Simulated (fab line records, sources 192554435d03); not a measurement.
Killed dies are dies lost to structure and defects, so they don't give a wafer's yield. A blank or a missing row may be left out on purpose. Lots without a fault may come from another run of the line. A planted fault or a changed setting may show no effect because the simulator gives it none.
A struck lot beside a sound one | flow n5_finfet | 16 steps out of a route of 1938
Sound: wafers L104.2, L104.6. Struck: wafers L110.2, L110.5, L110.6. The cause comes at the end.
At each step with rows: each side's tool, then ch and its chambers, then its first start. Under that, the readings that differ: sound wafers | struck wafers | difference of the means | sigmas: that difference in standard deviations of wafers without a fault.
alike: readings whose means differ by less than 2 such deviations, and words and numbers that are the same on both sides. not compared: withheld readings, readings that some wafer has no value for, bounds like >300 that may hide the same value, and numbers for which the record gives no deviation and whose values overlap.
The two part at a step that has a row with sigmas, a row that says differs or no value, or rows on one side only. Numbers that don't overlap but have no deviation are shown without sigmas and don't part them. A reading that every wafer of one side lacks parts them only if that side has two wafers or more.

first, 7 steps without rows for these wafers: N5_HKMG_FIN_COAT_30 (time 60 s, resist thk 35 nm); N5_HKMG_FIN_COAT_06 (resist thk 90 nm); N5_HKMG_FIN_EBR_08; N5_HKMG_FIN_SOFTBAKE_07 (time 60 s); N5_HKMG_FIN_EXPOSE_09 (exposes mask NWFM); N5_HKMG_FIN_PEB_10 (peb time 60 s); N5_HKMG_FIN_DEVELOP_11 (develop time 30 s).
N5_HKMG_FIN_CD_MEAS_12: target cd 92.8 nm.
  sound on cd_sem-01 ch 0, day 5 03:44; struck on cd_sem-02 ch 0, day 6 20:02
  alike: cd_nm
N5_HKMG_FIN_OVL_MEAS_13:
  sound on overlay-02 ch 0, day 5 03:45; struck on overlay-01 ch 0, day 6 20:04
  alike: NWFM_OVL
N5_HKMG_FIN_INSPECT_14: inspects for defects (macro).
  sound on defect_inspect-02, day 5 03:47; struck on defect_inspect-02, day 6 20:05
  alike: raw_defect_count
N5_HKMG_FIN_DESCUM_17: chemistry O2, time 7.9 s.
  sound on rie_diel-03 ch 0,1, day 5 03:49; struck on rie_diel-03 ch 1,2, day 6 20:07
  alike: bias_power_w, drypump_motor_current_A, oes_product_au, rf_vpp_V, showerhead_plenum_p_Torr, throttle_valve_pct
  not compared: rf_hours_counter_h
N5_HKMG_FIN_ETCH_31: etches SiARC in CF4, target depth 45.5 nm, time 75.8 s.
  sound on rie_diel-03 ch 0,1, day 5 03:51; struck on rie_diel-03 ch 1,2, day 6 20:10
  alike: cf4_flow_sccm, drypump_motor_current_A, etch_rf_on_time_s, oes_product_au, rf_fwd_power_W, rf_vpp_V, showerhead_plenum_p_Torr, throttle_valve_pct
  not compared: rf_hours_counter_h
N5_HKMG_FIN_ETCH_32: etches SOC in N2/H2, target depth 240 nm, time 300 s.
  sound on rie_diel-03 ch 0,1, day 5 03:54; struck on rie_diel-03 ch 1,2, day 6 20:13
  reading                                     | sound       | struck            | difference | sigmas
  oes_product_au (a.u.)                       | 0.67 0.89   | 0.59 0.57 0.59    | -0.20      | -3
  rf_fwd_power_W (W)                          | 842.6 839.2 | 335.0 331.1 335.8 | -506.9     | -99 or more
  rf_vpp_V (V)                                | 519.7 522.8 | 700.8 702.6 702.6 | +180.8     | +82
  model.HKMG_FIN.feature_depth_nm (nm)        | 232.6 243.2 | 117.6 113.8 117.8 | -121.5     |
  model.etch.depth_nm (nm)                    | 232.6 243.1 | 117.5 113.9 117.9 | -121.4     |
  model.SiARC_of_HKMG_FIN_COAT_30.thk_nm (nm) | 22 20.8     | 26.6 26.8 26.6    | +5.3       |
  alike: drypump_motor_current_A, showerhead_plenum_p_Torr, throttle_valve_pct
  not compared: rf_hours_counter_h
then, 1 step without rows for these wafers: N5_HKMG_FIN_STRIP_33 (strips in N2/H2).
-- the record jumps here: 5 days lie between the struck wafers' starts before and after (it left off in module HKMG_FIN and takes up again in module BEOL_M4, whose first step shown is number 1111 of the route) --
N5_BEOL_M4_RC_MEAS_101:
  sound on prober-02 ch 0, day 9 19:23; struck on prober-01 ch 0, day 11 11:16
  alike: DIBL_N, DIBL_P, IOFF_N, IOFF_P, ION_N, ION_P, SS_N, SS_P, VT_N, VT_P
N5_PASSIVATION_PROBE_49:
  the record has rows for the sound wafers here (prober-02, day 14 07:20) and none for the struck ones

WHERE THEY PART
First at N5_HKMG_FIN_ETCH_32; last, within this record, at N5_PASSIVATION_PROBE_49.

WHY: what the simulator had put in
Process parameter drift: rie_diel-03, from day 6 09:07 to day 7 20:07, at N5_HKMG_FIN_ETCH_32. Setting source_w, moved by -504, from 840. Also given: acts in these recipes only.
